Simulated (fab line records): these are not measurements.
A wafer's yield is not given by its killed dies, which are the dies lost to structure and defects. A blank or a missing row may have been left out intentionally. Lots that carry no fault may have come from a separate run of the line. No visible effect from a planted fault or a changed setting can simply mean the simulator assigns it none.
Which of the tools did it? / flow nandHarc / 72 wafers from 24 lots sampled at 6 of the route's 1302 steps

== WHAT THE GAUGES READ, wafer by wafer ==
NHARC_A_CONTACT_CD_MEAS_80.
lot=L074; measured=day 21 17:55; on=cdSem-03; cdNm (nm)=288.5 289.3 289.0
lot=L075; measured=day 22 18:23; on=cdSem-02; cdNm (nm)=291.1 291.0 290.6
lot=L077; measured=day 22 23:25; on=cdSem-01; cdNm (nm)=290.2 289.4 290.4
lot=L076; measured=day 23 04:26; on=cdSem-01; cdNm (nm)=289.2 289.0 288.7
lot=L078; measured=day 23 18:00; on=cdSem-02; cdNm (nm)=290.0 291.0 290.1
lot=L079; measured=day 24 08:47; on=cdSem-03; cdNm (nm)=289.6 290.0 291.0
lot=L081; measured=day 24 14:05; on=cdSem-01; cdNm (nm)=290.2 290.2 289.5
lot=L080; measured=day 24 21:07; on=cdSem-03; cdNm (nm)=287.9 288.6 288.0
lot=L083; measured=day 25 05:25; on=cdSem-01; cdNm (nm)=288.0 289.0 289.6
lot=L082; measured=day 25 08:49; on=cdSem-02; cdNm (nm)=289.7 290.8 289.8
lot=L084; measured=day 26 01:18; on=cdSem-01; cdNm (nm)=288.6 287.8 288.0
lot=L085; measured=day 26 05:42; on=cdSem-01; cdNm (nm)=289.4 289.3 289.8
lot=L086; measured=day 27 07:15; on=cdSem-03; cdNm (nm)=289.6 290.2 290.0
lot=L087; measured=day 27 15:37; on=cdSem-02; cdNm (nm)=289.0 289.6 288.4
lot=L089; measured=day 28 06:34; on=cdSem-03; cdNm (nm)=287.4 288.0 288.1
lot=L088; measured=day 28 11:24; on=cdSem-01; cdNm (nm)=289.6 287.9 288.4
lot=L090; measured=day 28 16:22; on=cdSem-01; cdNm (nm)=289.9 290.1 291.0
lot=L091; measured=day 28 17:28; on=cdSem-03; cdNm (nm)=289.9 289.5 289.3
lot=L092; measured=day 30 09:54; on=cdSem-01; cdNm (nm)=289.6 289.8 289.1
lot=L093; measured=day 30 16:53; on=cdSem-03; cdNm (nm)=290.3 290.1 289.9
lot=L094; measured=day 30 18:59; on=cdSem-01; cdNm (nm)=289.8 289.8 289.5
lot=L095; measured=day 31 01:26; on=cdSem-01; cdNm (nm)=290.0 290.3 290.2
lot=L096; measured=day 31 22:43; on=cdSem-02; cdNm (nm)=291.0 289.9 290.8
lot=L097; measured=day 32 01:55; on=cdSem-02; cdNm (nm)=289.9 290.2 290.0

NHARC_A_CONTACT_CD_MEAS_15.
lot=L074; measured=day 22 01:17; on=cdSem-01; cdNm (nm)=190.2 189.8 189.9
lot=L075; measured=day 23 05:18; on=cdSem-03; cdNm (nm)=190.4 190.2 190.3
lot=L077; measured=day 23 06:23; on=cdSem-02; cdNm (nm)=190.8 190.9 191.0
lot=L076; measured=day 23 12:29; on=cdSem-03; cdNm (nm)=189.8 190.2 190.4
lot=L078; measured=day 24 00:54; on=cdSem-01; cdNm (nm)=190.4 189.9 189.6
lot=L079; measured=day 24 20:16; on=cdSem-01; cdNm (nm)=190.6 190.9 190.5
lot=L081; measured=day 25 02:27; on=cdSem-01; cdNm (nm)=189.4 189.5 189.8
lot=L080; measured=day 25 07:15; on=cdSem-01; cdNm (nm)=189.6 189.2 189.1
lot=L083; measured=day 25 13:48; on=cdSem-02; cdNm (nm)=189.7 189.7 189.2
lot=L082; measured=day 25 17:37; on=cdSem-03; cdNm (nm)=190.0 190.1 190.0
lot=L084; measured=day 26 08:34; on=cdSem-02; cdNm (nm)=190.7 189.0 189.3
lot=L085; measured=day 26 12:35; on=cdSem-02; cdNm (nm)=189.5 190.0 189.8
lot=L086; measured=day 27 16:38; on=cdSem-01; cdNm (nm)=189.9 188.7 189.4
lot=L087; measured=day 27 22:29; on=cdSem-02; cdNm (nm)=190.3 191.0 190.9
lot=L089; measured=day 28 16:42; on=cdSem-02; cdNm (nm)=189.5 190.2 190.4
lot=L088; measured=day 28 18:25; on=cdSem-02; cdNm (nm)=190.9 190.1 189.4
lot=L090; measured=day 29 00:44; on=cdSem-02; cdNm (nm)=191.0 190.9 190.4
lot=L091; measured=day 29 04:11; on=cdSem-03; cdNm (nm)=189.4 189.9 188.8
lot=L092; measured=day 30 16:56; on=cdSem-01; cdNm (nm)=190.0 189.8 190.0
lot=L093; measured=day 31 01:33; on=cdSem-02; cdNm (nm)=189.9 189.8 189.9
lot=L094; measured=day 31 02:07; on=cdSem-02; cdNm (nm)=190.3 190.2 189.8
lot=L095; measured=day 31 10:07; on=cdSem-01; cdNm (nm)=190.3 190.2 189.6
lot=L096; measured=day 32 05:47; on=cdSem-01; cdNm (nm)=189.5 189.9 189.7
lot=L097; measured=day 32 08:52; on=cdSem-02; cdNm (nm)=190.1 190.2 189.6

== WHAT TOOL EACH LOT RAN ON (gives the tool, then ch and the chambers of the sampled wafers, and finally the start) ==
lot=L074; NHARC_A_CONTACT_ETCH_78=rieDiel-09 ch 0,1,3, day 21 15:18 or earlier; NHARC_A_CONTACT_ETCH_124=harCapEtch-03 ch 0,1, day 21 15:18; NHARC_A_CONTACT_ETCH_133=harCapEtch-03 ch 0,1, day 21 16:55; NHARC_A_CONTACT_ETCH_98=rieDiel-11 ch 0,2,3, day 22 01:17 or earlier
lot=L075; NHARC_A_CONTACT_ETCH_78=rieDiel-02 ch 0,1,2, day 22 15:44 or earlier; NHARC_A_CONTACT_ETCH_124=harCapEtch-02 ch 0,1, day 22 15:44; NHARC_A_CONTACT_ETCH_133=harCapEtch-02 ch 0,1, day 22 17:21; NHARC_A_CONTACT_ETCH_98=rieDiel-02 ch 0,2, day 23 05:18 or earlier
lot=L077; NHARC_A_CONTACT_ETCH_78=rieDiel-09 ch 0,1,3, day 22 20:48 or earlier; NHARC_A_CONTACT_ETCH_124=harCapEtch-01 ch 0,1, day 22 20:48; NHARC_A_CONTACT_ETCH_133=harCapEtch-01 ch 0,1, day 22 22:25; NHARC_A_CONTACT_ETCH_98=rieDiel-02 ch 0,1,2, day 23 06:23 or earlier
lot=L076; NHARC_A_CONTACT_ETCH_78=rieDiel-09 ch 0,2,3, day 23 01:47 or earlier; NHARC_A_CONTACT_ETCH_124=harCapEtch-03 ch 0,1, day 23 01:47; NHARC_A_CONTACT_ETCH_133=harCapEtch-03 ch 0,1, day 23 03:23; NHARC_A_CONTACT_ETCH_98=rieDiel-09 ch 1,3, day 23 12:29 or earlier
lot=L078; NHARC_A_CONTACT_ETCH_78=rieDiel-09 ch 1,2,3, day 23 15:26 or earlier; NHARC_A_CONTACT_ETCH_124=harCapEtch-03 ch 0,1, day 23 15:26; NHARC_A_CONTACT_ETCH_133=harCapEtch-03 ch 0,1, day 23 17:08; NHARC_A_CONTACT_ETCH_98=rieDiel-09 ch 0,1,2, day 24 00:54 or earlier
lot=L079; NHARC_A_CONTACT_ETCH_78=rieDiel-02 ch 1,2, day 24 06:10 or earlier; NHARC_A_CONTACT_ETCH_124=harCapEtch-02 ch 0,1, day 24 06:10; NHARC_A_CONTACT_ETCH_133=harCapEtch-02 ch 0,1, day 24 07:49; NHARC_A_CONTACT_ETCH_98=rieDiel-09 ch 0,1, day 24 20:16 or earlier
lot=L081; NHARC_A_CONTACT_ETCH_78=rieDiel-09 ch 1,2,3, day 24 10:53 or earlier; NHARC_A_CONTACT_ETCH_124=harCapEtch-03 ch 0,1, day 24 10:53; NHARC_A_CONTACT_ETCH_133=harCapEtch-03 ch 0,1, day 24 13:08; NHARC_A_CONTACT_ETCH_98=rieDiel-09 ch 0,1,3, day 25 02:22
lot=L080; NHARC_A_CONTACT_ETCH_78=rieDiel-11 ch 0,2, day 24 18:15 or earlier; NHARC_A_CONTACT_ETCH_124=harCapEtch-03 ch 0,1, day 24 18:15; NHARC_A_CONTACT_ETCH_133=harCapEtch-03 ch 0,1, day 24 19:52; NHARC_A_CONTACT_ETCH_98=rieDiel-09 ch 0,1,3, day 25 07:10
lot=L083; NHARC_A_CONTACT_ETCH_78=rieDiel-09 ch 0,1, day 25 02:46 or earlier; NHARC_A_CONTACT_ETCH_124=harCapEtch-01 ch 0,1, day 25 02:46; NHARC_A_CONTACT_ETCH_133=harCapEtch-01 ch 0,1, day 25 04:28; NHARC_A_CONTACT_ETCH_98=rieDiel-02 ch 1,2,3, day 25 13:48 or earlier
lot=L082; NHARC_A_CONTACT_ETCH_78=rieDiel-09 ch 0,1,3, day 25 06:13 or earlier; NHARC_A_CONTACT_ETCH_124=harCapEtch-02 ch 0,1, day 25 06:13; NHARC_A_CONTACT_ETCH_133=harCapEtch-02 ch 0,1, day 25 07:54; NHARC_A_CONTACT_ETCH_98=rieDiel-09 ch 1,2, day 25 17:37 or earlier
lot=L084; NHARC_A_CONTACT_ETCH_78=rieDiel-11 ch 0,2,3, day 25 22:45 or earlier; NHARC_A_CONTACT_ETCH_124=harCapEtch-03 ch 0,1, day 25 22:45; NHARC_A_CONTACT_ETCH_133=harCapEtch-03 ch 0,1, day 26 00:26; NHARC_A_CONTACT_ETCH_98=rieDiel-09 ch 1,2, day 26 08:34 or earlier
lot=L085; NHARC_A_CONTACT_ETCH_78=rieDiel-02 ch 1,2, day 26 02:25 or earlier; NHARC_A_CONTACT_ETCH_124=harCapEtch-02 ch 0,1, day 26 02:25; NHARC_A_CONTACT_ETCH_133=harCapEtch-02 ch 0,1, day 26 04:33; NHARC_A_CONTACT_ETCH_98=rieDiel-09 ch 0,2,3, day 26 12:35 or earlier
lot=L086; NHARC_A_CONTACT_ETCH_78=rieDiel-02 ch 0,2, day 27 04:40 or earlier; NHARC_A_CONTACT_ETCH_124=harCapEtch-03 ch 0,1, day 27 04:40; NHARC_A_CONTACT_ETCH_133=harCapEtch-03 ch 0,1, day 27 06:19; NHARC_A_CONTACT_ETCH_98=rieDiel-09 ch 0,3, day 27 16:38 or earlier
lot=L087; NHARC_A_CONTACT_ETCH_78=rieDiel-09 ch 1,2,3, day 27 13:01 or earlier; NHARC_A_CONTACT_ETCH_124=harCapEtch-02 ch 0, day 27 13:01; NHARC_A_CONTACT_ETCH_133=harCapEtch-02 ch 0, day 27 14:40; NHARC_A_CONTACT_ETCH_98=rieDiel-11 ch 1,3, day 27 22:29 or earlier
lot=L089; NHARC_A_CONTACT_ETCH_78=rieDiel-09 ch 0,1,2, day 28 03:56 or earlier; NHARC_A_CONTACT_ETCH_124=harCapEtch-01 ch 0,1, day 28 03:56; NHARC_A_CONTACT_ETCH_133=harCapEtch-01 ch 0,1, day 28 05:33; NHARC_A_CONTACT_ETCH_98=rieDiel-09 ch 2,3, day 28 16:42 or earlier
lot=L088; NHARC_A_CONTACT_ETCH_78=rieDiel-09 ch 1,2,3, day 28 08:47 or earlier; NHARC_A_CONTACT_ETCH_124=harCapEtch-02 ch 0,1, day 28 08:47; NHARC_A_CONTACT_ETCH_133=harCapEtch-02 ch 0,1, day 28 10:23; NHARC_A_CONTACT_ETCH_98=rieDiel-09 ch 1,2,3, day 28 18:25 or earlier
lot=L090; NHARC_A_CONTACT_ETCH_78=rieDiel-09 ch 0,1,3, day 28 13:28 or earlier; NHARC_A_CONTACT_ETCH_124=harCapEtch-03 ch 0,1, day 28 13:28; NHARC_A_CONTACT_ETCH_133=harCapEtch-03 ch 0,1, day 28 15:08; NHARC_A_CONTACT_ETCH_98=rieDiel-09 ch 0,1, day 29 00:44 or earlier
lot=L091; NHARC_A_CONTACT_ETCH_78=rieDiel-11 ch 0,2, day 28 14:43 or earlier; NHARC_A_CONTACT_ETCH_124=harCapEtch-01 ch 0,1, day 28 14:43; NHARC_A_CONTACT_ETCH_133=harCapEtch-01 ch 0,1, day 28 16:20; NHARC_A_CONTACT_ETCH_98=rieDiel-02 ch 0,3, day 29 04:05
lot=L092; NHARC_A_CONTACT_ETCH_78=rieDiel-09 ch 1,2,3, day 30 07:17 or earlier; NHARC_A_CONTACT_ETCH_124=harCapEtch-03 ch 0,1, day 30 07:17; NHARC_A_CONTACT_ETCH_133=harCapEtch-03 ch 0,1, day 30 08:53; NHARC_A_CONTACT_ETCH_98=rieDiel-02 ch 0,1, day 30 16:56 or earlier
lot=L093; NHARC_A_CONTACT_ETCH_78=rieDiel-09 ch 0,2, day 30 11:44 or earlier; NHARC_A_CONTACT_ETCH_124=harCapEtch-02 ch 0,1, day 30 11:44; NHARC_A_CONTACT_ETCH_133=harCapEtch-02 ch 0,1, day 30 15:26; NHARC_A_CONTACT_ETCH_98=rieDiel-02 ch 0,1,3, day 31 01:33 or earlier
lot=L094; NHARC_A_CONTACT_ETCH_78=rieDiel-02 ch 0,2, day 30 16:25 or earlier; NHARC_A_CONTACT_ETCH_124=harCapEtch-01 ch 0,1, day 30 16:25; NHARC_A_CONTACT_ETCH_133=harCapEtch-01 ch 0,1, day 30 18:07; NHARC_A_CONTACT_ETCH_98=rieDiel-11 ch 2,3, day 31 02:07 or earlier
lot=L095; NHARC_A_CONTACT_ETCH_78=rieDiel-09 ch 0,1,3, day 30 22:49 or earlier; NHARC_A_CONTACT_ETCH_124=harCapEtch-03 ch 0,1, day 30 22:49; NHARC_A_CONTACT_ETCH_133=harCapEtch-03 ch 0,1, day 31 00:26; NHARC_A_CONTACT_ETCH_98=rieDiel-02 ch 1,3, day 31 10:02
lot=L096; NHARC_A_CONTACT_ETCH_78=rieDiel-09 ch 2,3, day 31 20:04 or earlier; NHARC_A_CONTACT_ETCH_124=harCapEtch-01 ch 0,1, day 31 20:04; NHARC_A_CONTACT_ETCH_133=harCapEtch-01 ch 0,1, day 31 21:43; NHARC_A_CONTACT_ETCH_98=rieDiel-09 ch 0,1,2, day 32 05:47 or earlier
lot=L097; NHARC_A_CONTACT_ETCH_78=rieDiel-09 ch 2,3, day 31 23:18 or earlier; NHARC_A_CONTACT_ETCH_124=harCapEtch-03 ch 0,1, day 31 23:18; NHARC_A_CONTACT_ETCH_133=harCapEtch-03 ch 0,1, day 32 00:55; NHARC_A_CONTACT_ETCH_98=rieDiel-09 ch 0,1,3, day 32 08:52 or earlier
- NHARC_A_CONTACT_ETCH_78: etches the open film in O2/COS, target depth 5300 nm, time 1378 s.
- NHARC_A_CONTACT_ETCH_124: etches the open film in C4F8/O2/Ar, time 140 s, target depth 700 nm.
- NHARC_A_CONTACT_ETCH_133: etches the open film in C4F8/O2/Ar, time 374 s, target depth 1610 nm.
- NHARC_A_CONTACT_ETCH_98: etches the open film in C4F6/O2, target depth 20 nm, time 10 s.

== WHAT THE TOOLS THEMSELVES READ (means of the sampled wafers that have a number; where no wafer has one, the mark that the record gives instead) ==
NHARC_A_CONTACT_ETCH_78.
lot=L074; tool=rieDiel-09; drypumpMotorCurrentA (A)=5.6; oesProductAu (a.u.)=1.010; rfVppV (V)=314.4; showerheadPlenumPTorr (Torr)=3.13; throttleValvePct (%)=28.332
lot=L075; tool=rieDiel-02; drypumpMotorCurrentA (A)=5.9; oesProductAu (a.u.)=0.996; rfVppV (V)=313.3; showerheadPlenumPTorr (Torr)=3.12; throttleValvePct (%)=28.331
lot=L077; tool=rieDiel-09; drypumpMotorCurrentA (A)=5.6; oesProductAu (a.u.)=1.006; rfVppV (V)=314.6; showerheadPlenumPTorr (Torr)=3.13; throttleValvePct (%)=28.336
lot=L076; tool=rieDiel-09; drypumpMotorCurrentA (A)=5.5; oesProductAu (a.u.)=0.998; rfVppV (V)=313.4; showerheadPlenumPTorr (Torr)=3.04; throttleValvePct (%)=28.321
lot=L078; tool=rieDiel-09; drypumpMotorCurrentA (A)=5.5; oesProductAu (a.u.)=1.001; rfVppV (V)=314.5; showerheadPlenumPTorr (Torr)=3.12; throttleValvePct (%)=28.329
lot=L079; tool=rieDiel-02; drypumpMotorCurrentA (A)=6.3; oesProductAu (a.u.)=0.999; rfVppV (V)=313.7; showerheadPlenumPTorr (Torr)=3.09; throttleValvePct (%)=28.329
lot=L081; tool=rieDiel-09; drypumpMotorCurrentA (A)=5.5; oesProductAu (a.u.)=0.999; rfVppV (V)=315.0; showerheadPlenumPTorr (Torr)=3.12; throttleValvePct (%)=28.327
lot=L080; tool=rieDiel-11; drypumpMotorCurrentA (A)=5.9; oesProductAu (a.u.)=0.993; rfVppV (V)=314.0; showerheadPlenumPTorr (Torr)=3.10; throttleValvePct (%)=28.325
lot=L083; tool=rieDiel-09; drypumpMotorCurrentA (A)=5.3; oesProductAu (a.u.)=1.012; rfVppV (V)=312.4; showerheadPlenumPTorr (Torr)=2.99; throttleValvePct (%)=28.335
lot=L082; tool=rieDiel-09; drypumpMotorCurrentA (A)=5.6; oesProductAu (a.u.)=1.000; rfVppV (V)=313.6; showerheadPlenumPTorr (Torr)=3.12; throttleValvePct (%)=28.337
lot=L084; tool=rieDiel-11; drypumpMotorCurrentA (A)=6.0; oesProductAu (a.u.)=0.991; rfVppV (V)=312.4; showerheadPlenumPTorr (Torr)=3.02; throttleValvePct (%)=28.341
lot=L085; tool=rieDiel-02; drypumpMotorCurrentA (A)=6.3; oesProductAu (a.u.)=1.010; rfVppV (V)=313.6; showerheadPlenumPTorr (Torr)=3.09; throttleValvePct (%)=28.339
lot=L086; tool=rieDiel-02; drypumpMotorCurrentA (A)=5.9; oesProductAu (a.u.)=1.017; rfVppV (V)=313.4; showerheadPlenumPTorr (Torr)=3.07; throttleValvePct (%)=28.340
lot=L087; tool=rieDiel-09; drypumpMotorCurrentA (A)=5.5; oesProductAu (a.u.)=1.006; rfVppV (V)=314.4; showerheadPlenumPTorr (Torr)=3.12; throttleValvePct (%)=28.325
lot=L089; tool=rieDiel-09; drypumpMotorCurrentA (A)=5.3; oesProductAu (a.u.)=0.999; rfVppV (V)=312.6; showerheadPlenumPTorr (Torr)=2.99; throttleValvePct (%)=28.325
lot=L088; tool=rieDiel-09; drypumpMotorCurrentA (A)=5.5; oesProductAu (a.u.)=0.992; rfVppV (V)=313.8; showerheadPlenumPTorr (Torr)=3.12; throttleValvePct (%)=28.332
lot=L090; tool=rieDiel-09; drypumpMotorCurrentA (A)=5.6; oesProductAu (a.u.)=0.996; rfVppV (V)=313.8; showerheadPlenumPTorr (Torr)=3.12; throttleValvePct (%)=28.328
lot=L091; tool=rieDiel-11; drypumpMotorCurrentA (A)=6.2; oesProductAu (a.u.)=1.001; rfVppV (V)=313.0; showerheadPlenumPTorr (Torr)=3.03; throttleValvePct (%)=28.324
lot=L092; tool=rieDiel-09; drypumpMotorCurrentA (A)=5.5; oesProductAu (a.u.)=1.007; rfVppV (V)=313.3; showerheadPlenumPTorr (Torr)=3.11; throttleValvePct (%)=28.326
lot=L093; tool=rieDiel-09; drypumpMotorCurrentA (A)=5.2; oesProductAu (a.u.)=1.000; rfVppV (V)=311.0; showerheadPlenumPTorr (Torr)=2.89; throttleValvePct (%)=28.330
lot=L094; tool=rieDiel-02; drypumpMotorCurrentA (A)=5.6; oesProductAu (a.u.)=1.014; rfVppV (V)=313.5; showerheadPlenumPTorr (Torr)=3.08; throttleValvePct (%)=28.319
lot=L095; tool=rieDiel-09; drypumpMotorCurrentA (A)=5.6; oesProductAu (a.u.)=1.006; rfVppV (V)=315.0; showerheadPlenumPTorr (Torr)=3.11; throttleValvePct (%)=28.320
lot=L096; tool=rieDiel-09; drypumpMotorCurrentA (A)=5.7; oesProductAu (a.u.)=1.005; rfVppV (V)=314.1; showerheadPlenumPTorr (Torr)=3.15; throttleValvePct (%)=28.336
lot=L097; tool=rieDiel-09; drypumpMotorCurrentA (A)=5.4; oesProductAu (a.u.)=1.002; rfVppV (V)=312.5; showerheadPlenumPTorr (Torr)=3.02; throttleValvePct (%)=28.327

NHARC_A_CONTACT_ETCH_98.
lot=L074; tool=rieDiel-11; drypumpMotorCurrentA (A)=6.1; oesProductAu (a.u.)=0.937; rfVppV (V)=545; showerheadPlenumPTorr (Torr)=3.81; throttleValvePct (%)=26.902
lot=L075; tool=rieDiel-02; drypumpMotorCurrentA (A)=5.5; oesProductAu (a.u.)=0.966; rfVppV (V)=547; showerheadPlenumPTorr (Torr)=3.90; throttleValvePct (%)=26.901
lot=L077; tool=rieDiel-02; drypumpMotorCurrentA (A)=6.0; oesProductAu (a.u.)=0.949; rfVppV (V)=547; showerheadPlenumPTorr (Torr)=3.92; throttleValvePct (%)=26.903
lot=L076; tool=rieDiel-09; drypumpMotorCurrentA (A)=5.8; oesProductAu (a.u.)=0.950; rfVppV (V)=551; showerheadPlenumPTorr (Torr)=4.09; throttleValvePct (%)=26.892
lot=L078; tool=rieDiel-09; drypumpMotorCurrentA (A)=5.3; oesProductAu (a.u.)=0.950; rfVppV (V)=543; showerheadPlenumPTorr (Torr)=3.77; throttleValvePct (%)=26.906
lot=L079; tool=rieDiel-09; drypumpMotorCurrentA (A)=5.4; oesProductAu (a.u.)=0.951; rfVppV (V)=546; showerheadPlenumPTorr (Torr)=3.87; throttleValvePct (%)=26.916
lot=L081; tool=rieDiel-09; drypumpMotorCurrentA (A)=5.6; oesProductAu (a.u.)=0.968; rfVppV (V)=546; showerheadPlenumPTorr (Torr)=3.93; throttleValvePct (%)=26.902
lot=L080; tool=rieDiel-09; drypumpMotorCurrentA (A)=5.6; oesProductAu (a.u.)=0.945; rfVppV (V)=547; showerheadPlenumPTorr (Torr)=3.93; throttleValvePct (%)=26.906
lot=L083; tool=rieDiel-02; drypumpMotorCurrentA (A)=6.0; oesProductAu (a.u.)=1.003; rfVppV (V)=547; showerheadPlenumPTorr (Torr)=3.88; throttleValvePct (%)=26.904
lot=L082; tool=rieDiel-09; drypumpMotorCurrentA (A)=5.2; oesProductAu (a.u.)=0.974; rfVppV (V)=545; showerheadPlenumPTorr (Torr)=3.76; throttleValvePct (%)=26.908
lot=L084; tool=rieDiel-09; drypumpMotorCurrentA (A)=5.3; oesProductAu (a.u.)=0.948; rfVppV (V)=546; showerheadPlenumPTorr (Torr)=3.87; throttleValvePct (%)=26.908
lot=L085; tool=rieDiel-09; drypumpMotorCurrentA (A)=5.5; oesProductAu (a.u.)=0.943; rfVppV (V)=545; showerheadPlenumPTorr (Torr)=3.81; throttleValvePct (%)=26.903
lot=L086; tool=rieDiel-09; drypumpMotorCurrentA (A)=5.5; oesProductAu (a.u.)=0.936; rfVppV (V)=544; showerheadPlenumPTorr (Torr)=3.82; throttleValvePct (%)=26.906
lot=L087; tool=rieDiel-11; drypumpMotorCurrentA (A)=5.8; oesProductAu (a.u.)=0.950; rfVppV (V)=548; showerheadPlenumPTorr (Torr)=4.01; throttleValvePct (%)=26.904
lot=L089; tool=rieDiel-09; drypumpMotorCurrentA (A)=5.4; oesProductAu (a.u.)=0.952; rfVppV (V)=544; showerheadPlenumPTorr (Torr)=3.81; throttleValvePct (%)=26.900
lot=L088; tool=rieDiel-09; drypumpMotorCurrentA (A)=5.5; oesProductAu (a.u.)=0.945; rfVppV (V)=546; showerheadPlenumPTorr (Torr)=3.91; throttleValvePct (%)=26.903
lot=L090; tool=rieDiel-09; drypumpMotorCurrentA (A)=5.3; oesProductAu (a.u.)=0.943; rfVppV (V)=544; showerheadPlenumPTorr (Torr)=3.76; throttleValvePct (%)=26.902
lot=L091; tool=rieDiel-02; drypumpMotorCurrentA (A)=5.2; oesProductAu (a.u.)=0.968; rfVppV (V)=545; showerheadPlenumPTorr (Torr)=3.83; throttleValvePct (%)=26.903
lot=L092; tool=rieDiel-02; drypumpMotorCurrentA (A)=5.9; oesProductAu (a.u.)=0.968; rfVppV (V)=547; showerheadPlenumPTorr (Torr)=3.93; throttleValvePct (%)=26.908
lot=L093; tool=rieDiel-02; drypumpMotorCurrentA (A)=5.6; oesProductAu (a.u.)=1.009; rfVppV (V)=546; showerheadPlenumPTorr (Torr)=3.88; throttleValvePct (%)=26.902
lot=L094; tool=rieDiel-11; drypumpMotorCurrentA (A)=5.9; oesProductAu (a.u.)=1.003; rfVppV (V)=550; showerheadPlenumPTorr (Torr)=4.12; throttleValvePct (%)=26.902
lot=L095; tool=rieDiel-02; drypumpMotorCurrentA (A)=5.6; oesProductAu (a.u.)=0.954; rfVppV (V)=544; showerheadPlenumPTorr (Torr)=3.84; throttleValvePct (%)=26.906
lot=L096; tool=rieDiel-09; drypumpMotorCurrentA (A)=5.3; oesProductAu (a.u.)=0.979; rfVppV (V)=544; showerheadPlenumPTorr (Torr)=3.75; throttleValvePct (%)=26.908
lot=L097; tool=rieDiel-09; drypumpMotorCurrentA (A)=5.6; oesProductAu (a.u.)=0.956; rfVppV (V)=547; showerheadPlenumPTorr (Torr)=3.91; throttleValvePct (%)=26.897

== THE ANSWER, worked out from the rows above alone ==
Rule: usual is defined by the lots themselves. Put in order of their means at a reading, lots are off if they are a third of the lots or fewer, leave a main group of 4 or more, and stand apart from it by a gap of 3 or more times the standard deviation of the main group's means; of several such gaps the widest counts. A main group whose means are all the same, to the digits that the tables above print for the reading, isn't used. A lot without any number at a reading at which 4 lots or more have one is off too. All remaining lots with rows at the step are treated as sound. After the gauges, taken in route order, come the tools' own readings; for these a lot's mean is taken, as printed above. The first step at which some lot is off is used, and at that step the reading that is off furthest; a lot without a number counts as furthest.
No lot is off on any of the readings shown, so nothing can be concluded from this.

== WHAT WAS PUT IN BY THE SIMULATOR ==
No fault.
